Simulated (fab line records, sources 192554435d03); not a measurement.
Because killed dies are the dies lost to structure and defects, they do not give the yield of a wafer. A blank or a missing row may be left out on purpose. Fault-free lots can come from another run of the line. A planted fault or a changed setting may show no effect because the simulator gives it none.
Which tool did it? -- flow n5 finfet -- Sampling: 11 lots, 32 wafers, 2 of 1938 route steps

## WHAT EACH GAUGE READ, for each wafer
N5_BEOL_M5_OVL_MEAS_12.
lot,measured,on,M5_OVL (nm)
L639,day 8 17:53,overlay-02,0.8 0.2 0.4
L642,day 11 16:33,overlay-01,-0.2 0.3 -0.5
L644,day 12 06:06,overlay-01,0.2 1.3
L643,day 12 10:35,overlay-01,-0.9 0.2 -0.9
L647,day 12 11:37,overlay-01,0.2 -0.4 0.4
L651,day 13 17:34,overlay-01,0.7 1.0 0.8
L654,day 14 00:21,overlay-02,-0.5 -0.5 0.4
L658,day 14 03:01,overlay-01,1.0 0.5 0.9
L660,day 16 02:22,overlay-02,0.4 0.7 1.0
L662,day 16 05:13,overlay-01,1.3 0.9 1.0
L661,day 16 04:50,overlay-01,-0.9 0.0 1.0

## WHAT TOOL EACH LOT RAN ON (gives the tool, then ch and the chambers of the sampled wafers, and finally the start)
lot,N5_BEOL_M5_CURE_79
L639,"uv cure-02 ch 0, day 8 16:47"
L642,"uv cure-01 ch 1, day 11 13:32"
L644,"uv cure-02 ch 1, day 12 03:25"
L643,"uv cure-02 ch 1, day 12 07:23"
L647,"uv cure-02 ch 0, day 12 10:39"
L651,"uv cure-03 ch 2, day 13 15:57"
L654,"uv cure-01 ch 1, day 13 22:40"
L658,"uv cure-03 ch 2, day 14 01:22"
L660,"uv cure-01 ch 0, day 16 00:33"
L662,"uv cure-01 ch 0, day 16 02:59"
L661,"uv cure-03 ch 2, day 16 03:04"
- N5_BEOL_M5_CURE_79: cures SiCOH lowk, time 240 s.

## WHAT THE TOOLS THEMSELVES READ (means of the sampled wafers that have a number; where no wafer has one, the mark that the record gives instead)
N5_BEOL_M5_CURE_79.
lot,tool,lamp power pct (%),wafer_temp_C_max
L639,uv cure-02,52.29,387.3
L642,uv cure-01,52.34,386.7
L644,uv cure-02,52.34,388.9
L643,uv cure-02,52.31,387.5
L647,uv cure-02,52.27,386.6
L651,uv cure-03,52.26,387.6
L654,uv cure-01,52.31,386.3
L658,uv cure-03,52.32,387.4
L660,uv cure-01,52.26,387.9
L662,uv cure-01,52.34,387.3
L661,uv cure-03,52.32,387.5

## THE ANSWER, worked out from the rows above alone
Rule: the usual values come from the lots themselves. Put in order of their means at a reading, lots are off if they are a third of the lots or fewer, leave a main group of 4 or more, and stand apart from it by a gap of 3 or more times the standard deviation of the main group's means; of several such gaps the widest counts. If all means in a main group match to the digits the tables above print for the reading, that group is not used. A lot without any number at a reading at which 4 lots or more have one is off too. All remaining lots with rows at the step are treated as sound. After the gauges, taken in route order, come the tools' own readings; for these a lot's mean is taken, as printed above. At the first step where some lot is off, the reading lying furthest off is the one used; lots without a number count as furthest.
Across all readings shown, no lot is off: no conclusion can be drawn from this.

## WHAT HAD BEEN PUT IN BY THE SIMULATOR
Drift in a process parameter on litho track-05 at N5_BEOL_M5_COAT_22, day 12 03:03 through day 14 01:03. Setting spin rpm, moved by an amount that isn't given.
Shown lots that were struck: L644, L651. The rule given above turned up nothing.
